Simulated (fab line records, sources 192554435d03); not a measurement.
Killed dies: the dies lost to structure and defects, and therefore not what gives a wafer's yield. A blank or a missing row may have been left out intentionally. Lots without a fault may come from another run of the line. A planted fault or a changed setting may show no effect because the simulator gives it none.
Chamber matching    flow n5-finfet    4 sister chambers for N5_BEOL_M1_ALD_84 on ald-metal-04
The step deposits TaN, pulse time 2 s, purge time 3 s, co reactant purge time 2 s. 8 wafers are shown with their chamber, then 9 later ones without.

WAFERS WITH THEIR CHAMBER
wafer   chamber  heater-power-w (W)  precursor-vessel-temp-c (C)
L084.6  0        524                 75.05
L086.2  1        424                 74.99
L087.4  1        428                 75.05
L088.5  2        363                 75.03
L088.6  3        497                 74.95
L090.2  2        363                 74.93
L090.4  3        487                 74.88
L090.5  0        512                 74.98

WAFERS WHOSE CHAMBER IS MISSING
wafer   heater-power-w (W)  precursor-vessel-temp-c (C)
L093.3  524                 75.07
L093.5  429                 75.03
L093.6  495                 75.03
L079.1  364                 75.07
L079.2  502                 74.92
L079.6  506                 75.05
L094.1  532                 74.91
L094.2  485                 74.79
L094.6  440                 74.83

EACH ONE'S CHAMBER
wafer   from the rows above      in truth
L093.3  0                        0
L093.5  1                        1
L093.6  can't be placed: 3 or 0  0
L079.1  2                        2
L079.2  can't be placed: 3 or 0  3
L079.6  can't be placed: 0 or 3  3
L094.1  0                        0
L094.2  3                        3
L094.6  1                        1
Correct placement for 6 of the 9. Unplaceable from these rows: 3, with the true chamber sitting among the candidates in 3. Placed wrongly: 0.
How it was worked out, from the rows above alone: a wafer's distance from a chamber is the root of the sum, over the readings, of the square of ((its reading less the chamber's mean) divided by the reading's scatter). If the next closest chamber is less than 2 further off than the closest, the wafer can't be placed; otherwise it belongs to the closest. The mean given for a chamber averages the wafers shown for that chamber. The scatter is the square root of a quotient: the sum, over the shown wafers, of each reading's squared deviation from its chamber's mean, divided by wafers minus chambers.
